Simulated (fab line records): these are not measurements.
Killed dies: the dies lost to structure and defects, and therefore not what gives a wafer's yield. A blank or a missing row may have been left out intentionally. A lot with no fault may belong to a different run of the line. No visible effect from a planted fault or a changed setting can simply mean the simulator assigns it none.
Split-lot trial || flow n5-finfet || 7 lots, 21 wafers read, on a route of 1938 steps

## THE SPLIT
At N5_DUMMY_GATE_ETCH_32 (etches SiO2 in CF4, target depth 3.5 nm, time 3.9 s), the setting time-s was moved away from the recipe's 3.9 s on 10 of the 21 wafers read, by -18.4% to +7.1%. This setting was run at the recipe's value on the other wafers.

The reading is taken at the split's own step.

## THE READING
etch.depth-nm (the simulator's own value, which no gauge read), in nm, at N5_DUMMY_GATE_ETCH_32 (etches SiO2 in CF4, target depth 3.5 nm, time 3.9 s). No usual value for it is given in the file. Average 3.455 nm, standard deviation 0.051 nm, over the 11 wafers here run with the recipe.

{"wafer": "L077.2", "tool, chamber at the split": "rie-si-06, 0", "time-s as run, s": 3.9, "against the recipe": "recipe", "etch.depth-nm, nm": 3.511, "against lot-mates on the recipe": "-"}
{"wafer": "L077.3", "tool, chamber at the split": "rie-si-06, 3", "time-s as run, s": 3.9, "against the recipe": "recipe", "etch.depth-nm, nm": 3.368, "against lot-mates on the recipe": "-"}
{"wafer": "L077.5", "tool, chamber at the split": "rie-si-06, 2", "time-s as run, s": 3.9, "against the recipe": "recipe", "etch.depth-nm, nm": 3.433, "against lot-mates on the recipe": "-"}
{"wafer": "L080.2", "tool, chamber at the split": "rie-si-01, 0", "time-s as run, s": 3.182, "against the recipe": "-18.4%", "etch.depth-nm, nm": 2.865, "against lot-mates on the recipe": -0.669}
{"wafer": "L080.4", "tool, chamber at the split": "rie-si-01, 1", "time-s as run, s": 3.9, "against the recipe": "recipe", "etch.depth-nm, nm": 3.534, "against lot-mates on the recipe": "-"}
{"wafer": "L080.6", "tool, chamber at the split": "rie-si-01, 2", "time-s as run, s": 3.182, "against the recipe": "-18.4%", "etch.depth-nm, nm": 2.941, "against lot-mates on the recipe": -0.593}
{"wafer": "L083.3", "tool, chamber at the split": "rie-si-01, 0", "time-s as run, s": 3.343, "against the recipe": "-14.3%", "etch.depth-nm, nm": 3.009, "against lot-mates on the recipe": "no lot-mate on the recipe"}
{"wafer": "L083.5", "tool, chamber at the split": "rie-si-01, 3", "time-s as run, s": 3.343, "against the recipe": "-14.3%", "etch.depth-nm, nm": 2.882, "against lot-mates on the recipe": "no lot-mate on the recipe"}
{"wafer": "L083.6", "tool, chamber at the split": "rie-si-01, 0", "time-s as run, s": 3.343, "against the recipe": "-14.3%", "etch.depth-nm, nm": 2.99, "against lot-mates on the recipe": "no lot-mate on the recipe"}
{"wafer": "L090.1", "tool, chamber at the split": "rie-si-04, 1", "time-s as run, s": 3.274, "against the recipe": "-16.1%", "etch.depth-nm, nm": 3.019, "against lot-mates on the recipe": "no lot-mate on the recipe"}
{"wafer": "L090.3", "tool, chamber at the split": "rie-si-04, 3", "time-s as run, s": 3.274, "against the recipe": "-16.1%", "etch.depth-nm, nm": 2.889, "against lot-mates on the recipe": "no lot-mate on the recipe"}
{"wafer": "L090.6", "tool, chamber at the split": "rie-si-04, 1", "time-s as run, s": 3.274, "against the recipe": "-16.1%", "etch.depth-nm, nm": 3.021, "against lot-mates on the recipe": "no lot-mate on the recipe"}
{"wafer": "L095.1", "tool, chamber at the split": "rie-si-01, 0", "time-s as run, s": 3.9, "against the recipe": "recipe", "etch.depth-nm, nm": 3.457, "against lot-mates on the recipe": "-"}
{"wafer": "L095.2", "tool, chamber at the split": "rie-si-01, 1", "time-s as run, s": 3.9, "against the recipe": "recipe", "etch.depth-nm, nm": 3.481, "against lot-mates on the recipe": "-"}
{"wafer": "L095.5", "tool, chamber at the split": "rie-si-01, 0", "time-s as run, s": 3.9, "against the recipe": "recipe", "etch.depth-nm, nm": 3.434, "against lot-mates on the recipe": "-"}
{"wafer": "L096.2", "tool, chamber at the split": "rie-si-06, 2", "time-s as run, s": 3.9, "against the recipe": "recipe", "etch.depth-nm, nm": 3.484, "against lot-mates on the recipe": "-"}
{"wafer": "L096.3", "tool, chamber at the split": "rie-si-06, 1", "time-s as run, s": 3.449, "against the recipe": "-11.6%", "etch.depth-nm, nm": 3.087, "against lot-mates on the recipe": -0.397}
{"wafer": "L096.6", "tool, chamber at the split": "rie-si-06, 2", "time-s as run, s": 3.9, "against the recipe": "recipe", "etch.depth-nm, nm": 3.483, "against lot-mates on the recipe": "-"}
{"wafer": "L097.1", "tool, chamber at the split": "rie-si-06, 1", "time-s as run, s": 3.9, "against the recipe": "recipe", "etch.depth-nm, nm": 3.46, "against lot-mates on the recipe": "-"}
{"wafer": "L097.2", "tool, chamber at the split": "rie-si-06, 2", "time-s as run, s": 4.178, "against the recipe": "+7.1%", "etch.depth-nm, nm": 3.741, "against lot-mates on the recipe": "+0.331"}
{"wafer": "L097.3", "tool, chamber at the split": "rie-si-06, 3", "time-s as run, s": 3.9, "against the recipe": "recipe", "etch.depth-nm, nm": 3.361, "against lot-mates on the recipe": "-"}

THE FIT
A straight line over all 21 wafers: etch.depth-nm changes by +0.0318 nm for each +1% of time-s; r = +0.98; the points scatter about the line by 0.059 nm.
The same after taking each lot's own level away (the mean of its wafers on the recipe; 15 wafers): +0.0354 nm for each +1%; r = +0.99; scatter 0.044 nm.
On that fit, the largest move of time-s shifts the reading by 0.65 nm.
The span of the lots' own levels, 3.4105 to 3.5340 nm, comes to 2.4 times the standard deviation stated above.
Hence the slope depends on the lot-to-lot level, as the two fits are not the same.
Check: for one of the wafers moved furthest among these (-18.4%), held out of the fit, the line's prediction against its lot-mates is -0.626 nm. Against them it came out at -0.669 nm.

## THE OTHER SPLITS THESE WAFERS WENT THROUGH
Before the reading, these wafers also passed through other splits. Each is held against what the fit with the lots' levels taken away leaves over:
{"other split on the same wafers": "N5_WELL_APT_COAT_02 spin-rpm", "wafers away from the commonest value": 8, "r with etch.depth-nm (lot level and that fit taken away)": -0.13}
{"other split on the same wafers": "N5_WELL_APT_PEB_23 peb-time-s", "wafers away from the commonest value": 7, "r with etch.depth-nm (lot level and that fit taken away)": "+0.06"}
{"other split on the same wafers": "N5_WELL_APT_DEVELOP_24 develop-time-s", "wafers away from the commonest value": 8, "r with etch.depth-nm (lot level and that fit taken away)": -0.01}
{"other split on the same wafers": "N5_FIN_SAQP_FIN_ETCH_36 icp-w", "wafers away from the commonest value": 8, "r with etch.depth-nm (lot level and that fit taken away)": -0.09}
{"other split on the same wafers": "N5_FIN_CUT_COAT_19 spin-rpm", "wafers away from the commonest value": 6, "r with etch.depth-nm (lot level and that fit taken away)": "+0.50"}

## THE FILE'S OWN FIT
etch.depth-nm changes by +0.0354 nm for each +1% of time-s, r = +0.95.
